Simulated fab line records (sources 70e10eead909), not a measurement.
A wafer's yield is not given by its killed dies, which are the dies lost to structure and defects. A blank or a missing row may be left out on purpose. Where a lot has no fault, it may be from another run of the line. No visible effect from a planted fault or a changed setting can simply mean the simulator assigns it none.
Comparing a struck lot with a sound one / flow nand_harc / 15 steps out of a route of 1302
Sound: these wafers, L264.1, L264.4, L264.6. Struck: wafers L275.2, L275.3 (left out: L275.1, a lot-mate that was not struck); the cause follows at the end.
Order at every step that has rows: each side's tool, ch and its chambers, its first start. Under that, the readings that differ: sound wafers / struck wafers / difference of the means / sigmas: that difference in standard deviations of wafers without a fault.
alike: words and numbers the same on both sides, and readings whose means are apart by under 2 such deviations; not compared: readings that were withheld, readings missing a value for some wafer, numbers with overlapping values and no deviation given by the record, and bounds like >300 which may hide the same value.
The two part at a step that has a row with sigmas, a row that says differs or no value, or rows on one side only. Non-overlapping numbers with no deviation appear without sigmas and do not part them. A reading that every wafer of one side lacks parts them only if that side has two wafers or more.

NHARC_P_BONDPAD_CD_MEAS_09: target cd 500 nm.
  sound on cd_sem-01 ch 0, day 8 16:18; struck on cd_sem-01 ch 0, day 13 20:59
reading=cd_nm (nm); sound=502.4 503.5 500.9; struck=496.4 497.8; difference=-5.2; sigmas=-3
NHARC_P_BONDPAD_OVL_MEAS_38:
  sound on overlay-01, day 8 16:23; struck on overlay-02, day 13 21:04
reading=overlay_x_nm (nm); sound=3 3 2; struck=-11 -11; difference=-14; sigmas=-3
  alike: overlay_y_nm
then, 1 step without rows for these wafers: NHARC_P_BONDPAD_HARDBAKE_10 (time 65 s).
NHARC_P_BONDPAD_DESCUM_11: chemistry O2, time 3 s.
  sound on rie_diel-01 ch 0,1, day 8 16:31; struck on rie_diel-02 ch 0,1, day 13 21:12
  alike: drypump_motor_current_A, oes_product_au, rf_vpp_V, showerhead_plenum_p_Torr, throttle_valve_pct
  not compared: rf_hours_counter_h
then, 1 step without rows for these wafers: NHARC_P_BONDPAD_ETCH_37 (etches the open film in N2/H2, target depth 60 nm, overetch 18 nm, time 65.91 s).
NHARC_P_BONDPAD_ETCH_12: etches the open film in CHF3/O2, target depth 200 nm, time 100 s.
  sound on rie_diel-01 ch 0,1,2; struck on rie_diel-02 ch 2,3
  alike: drypump_motor_current_A, oes_product_au, rf_vpp_V, showerhead_plenum_p_Torr, throttle_valve_pct
  not compared: rf_hours_counter_h
NHARC_P_BONDPAD_CD_MEAS_13:
  sound on cd_sem-03, day 8 16:50; struck on cd_sem-03, day 13 21:31
reading=cd_nm (nm); sound=502.4 501.5 500.7; struck=496.3 497.2; difference=-4.8; sigmas=-3
then, 1 step without rows for these wafers: NHARC_P_BONDPAD_STRIP_15 (strips in O2).
NHARC_P_BONDPAD_ETCH_24: etches the open film in CF4/N2, target depth 30 nm, time 72.99 s.
  sound on rie_diel-05 ch 0,2,3; struck on rie_diel-05 ch 0,1
  alike: drypump_motor_current_A, oes_product_au, rf_vpp_V, showerhead_plenum_p_Torr, throttle_valve_pct
  not compared: rf_hours_counter_h
then, 1 step without rows for these wafers: NHARC_P_BONDPAD_STRIP_16 (strips in post etch residue remover, time 600 s).
NHARC_P_BONDPAD_DEGAS_25: time 60 s.
  sound on pvd_sputter-03, day 8 17:28; struck on pvd_sputter-03, day 13 22:08
  alike: heater_power_w
NHARC_P_BONDPAD_PRE_CLEAN_26: time 30 s.
  sound on pvd_sputter-03; struck on pvd_sputter-03
reading=heater_power_w (W); sound=393 386 384; struck=435 413; difference=+36; sigmas=+2
NHARC_P_BONDPAD_PVD_17: deposits TaN, target thk 5 nm, time 8.06 s.
  sound on pvd_sputter-03, day 8 17:34; struck on pvd_sputter-03, day 13 22:14
reading=time_s (s); sound=8.06 8.06 8.06; struck=10.39 10.39; difference=+2.33; sigmas=
  alike: substrate_temp_c, throttle_valve_pct
then, 1 step without rows for these wafers: NHARC_P_BONDPAD_PVD_27 (deposits Cu, target thk 30 nm, time 20.49 s).
-- record jumps: 18 days between struck wafers' starts before vs after; left off in module P_BONDPAD, resumes in module END, first step shown is number 1302 of the route --
NHARC_END_SORT_01:
  sound on prober-01 ch 0, day 26 02:36; struck on prober-01 ch 0, day 31 23:44
reading=killed_at_array; sound=59 75 90; struck=51 32; difference=-33; sigmas=-2
reading=killed_at_other; sound=1 2 0; struck=4 3; difference=+2; sigmas=+2
  alike: defect_limited_yield, killed_at_periphery, killed_dies, killed_open, killed_short, sort_bin_2_pct, sort_bin_3_pct, sort_bin_4_pct, sort_n_pass, sort_rim_yield_pct, sort_yield_pct

== WHERE THEY PART ==
Earliest at NHARC_P_BONDPAD_CD_MEAS_09; latest, in this record, at NHARC_END_SORT_01.

WHY: the cause the simulator had injected
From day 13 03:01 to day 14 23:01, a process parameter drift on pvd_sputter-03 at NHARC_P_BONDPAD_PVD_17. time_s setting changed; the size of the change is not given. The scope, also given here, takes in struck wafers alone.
